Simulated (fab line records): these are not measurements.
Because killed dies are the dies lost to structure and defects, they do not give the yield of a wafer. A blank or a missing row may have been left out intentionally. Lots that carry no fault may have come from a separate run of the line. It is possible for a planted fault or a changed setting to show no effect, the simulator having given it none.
Matching of chambers | flow nand harc | rie diel-12 running NHARC_A_STAIRCASE_TRIM_196: 4 sister chambers
The step chemistry O2, time 211.2 s. 8 wafers are shown with their chamber, then 11 later ones without.

## EACH WAFER AND ITS CHAMBER
wafer  | chamber | drypump motor current A (A) | showerhead plenum p Torr (Torr)
L085.4 | 3       | 5.6                         | 3.59
L085.6 | 3       | 5.7                         | 3.59
L086.4 | 2       | 5.3                         | 3.45
L086.6 | 0       | 6.3                         | 3.78
L089.1 | 2       | 5.3                         | 3.44
L089.2 | 0       | 6.3                         | 3.77
L089.4 | 1       | 5.8                         | 3.71
L090.2 | 1       | 5.8                         | 3.71

## WAFERS WHOSE CHAMBER IS MISSING
wafer  | drypump motor current A (A) | showerhead plenum p Torr (Torr)
L090.3 | 6.3                         | 3.77
L090.5 | 6.3                         | 3.77
L088.1 | 5.8                         | 3.71
L088.4 | 5.4                         | 3.44
L088.6 | 6.3                         | 3.77
L095.1 | 5.8                         | 3.69
L095.3 | 5.6                         | 3.57
L095.6 | 5.3                         | 3.43
L096.2 | 6.3                         | 3.76
L096.5 | 5.3                         | 3.43
L096.6 | 5.6                         | 3.57

## EACH ONE'S CHAMBER
wafer  | from the rows above | in truth
L090.3 | 0                   | 0
L090.5 | 0                   | 0
L088.1 | 1                   | 1
L088.4 | 2                   | 2
L088.6 | 0                   | 0
L095.1 | 1                   | 1
L095.3 | 3                   | 3
L095.6 | 2                   | 2
L096.2 | 0                   | 0
L096.5 | 2                   | 2
L096.6 | 3                   | 3
11 of 11 placed correctly. Not placeable from these rows: 0. Placed wrongly: 0.
How it was worked out, from the rows above alone: a wafer's distance from a chamber is the root of the sum, over the readings, of the square of ((its reading less the chamber's mean) divided by the reading's scatter). The wafer belongs to the nearest chamber; if the next one is less than 2 further off, it can't be placed. For every chamber, the mean is computed from those of its wafers that are shown. The scatter: the root of (the sum of the squares of (reading less its chamber's mean) over the shown wafers, divided by (wafers less chambers)).
